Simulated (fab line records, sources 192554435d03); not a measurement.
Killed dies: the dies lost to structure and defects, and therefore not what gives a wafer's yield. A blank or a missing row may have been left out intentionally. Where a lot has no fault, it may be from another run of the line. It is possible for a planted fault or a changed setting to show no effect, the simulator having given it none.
Matching of chambers -- flow n5Finfet -- 4 sister chambers for N5_FIN_CUT_ETCH_21 on rieDiel-01
The step etches SOC in N2/H2, target depth 219 nm, overetch 43.8 nm, time 523.5 s. 30 wafers are shown with their chamber, then 12 later ones without.

## WAFERS, EACH WITH ITS CHAMBER
wafer,chamber,showerheadPlenumPTorr (Torr),drypumpMotorCurrentA (A),throttleValvePct (%)
L074.1,1,2.54,5.8,17.5
L074.2,0,2.67,5.2,17.9
L074.3,2,2.42,6.1,17.8
L076.3,3,2.50,6.2,17.4
L076.4,0,2.67,5.2,17.9
L076.6,1,2.54,5.9,17.5
L077.3,3,2.49,6.2,17.4
L077.4,0,2.66,5.2,17.9
L077.6,2,2.42,6.1,17.8
L078.2,2,2.42,6.1,17.8
L078.4,3,2.49,6.2,17.4
L078.5,0,2.66,5.2,17.9
L079.3,1,2.54,5.8,17.5
L079.4,2,2.42,6.1,17.8
L079.6,0,2.66,5.2,17.9
L084.1,3,2.49,6.2,17.4
L084.5,1,2.53,5.9,17.6
L084.6,0,2.66,5.2,17.9
L085.2,2,2.41,6.1,17.8
L085.4,3,2.49,6.2,17.4
L085.6,3,2.49,6.3,17.4
L086.1,1,2.53,5.9,17.6
L086.2,2,2.41,6.1,17.8
L086.4,3,2.49,6.2,17.4
L087.1,1,2.53,5.8,17.6
L087.2,2,2.41,6.1,17.8
L087.6,3,2.49,6.2,17.4
L088.2,2,2.41,6.1,17.9
L088.5,3,2.49,6.2,17.4
L088.6,0,2.66,5.2,17.9

SIGNATURES (means of the wafers above)
reading,chamber 0,chamber 1,chamber 2,chamber 3,scatter within a chamber
showerheadPlenumPTorr,2.6629,2.5350,2.4150,2.4911,0.00473
drypumpMotorCurrentA,5.200,5.850,6.100,6.211,0.0303
throttleValvePct,17.900,17.550,17.812,17.400,0.0302
Rule: distance of a wafer from a chamber = root of the sum over the readings of ((wafer's reading minus chamber's mean) / reading's scatter) squared. The wafer belongs to the nearest chamber; if the next one is less than 2 further off, it can't be placed. The scatter is the square root of a quotient: the sum, over the shown wafers, of each reading's squared deviation from its chamber's mean, divided by wafers minus chambers.

## WAFERS WHOSE CHAMBER IS MISSING
wafer,showerheadPlenumPTorr (Torr),drypumpMotorCurrentA (A),throttleValvePct (%)
L089.3,2.65,5.2,17.9
L089.4,2.41,6.1,17.8
L089.5,2.65,5.2,17.9
L091.1,2.41,6.1,17.9
L091.3,2.53,5.8,17.6
L091.4,2.48,6.2,17.4
L093.1,2.48,6.3,17.4
L093.2,2.41,6.1,17.9
L093.3,2.53,5.9,17.6
L095.2,2.48,6.2,17.4
L095.4,2.65,5.2,18.0
L095.5,2.48,6.2,17.4

## WHICH CHAMBER EACH ONE RAN IN
wafer,from the rows above,in truth
L089.3,0,0
L089.4,2,2
L089.5,0,0
L091.1,2,2
L091.3,1,1
L091.4,3,3
L093.1,3,3
L093.2,2,2
L093.3,1,1
L095.2,3,3
L095.4,0,0
L095.5,3,3
Correct placement for 12 of the 12. From these rows, 0 cannot be placed. Placed wrongly: 0.
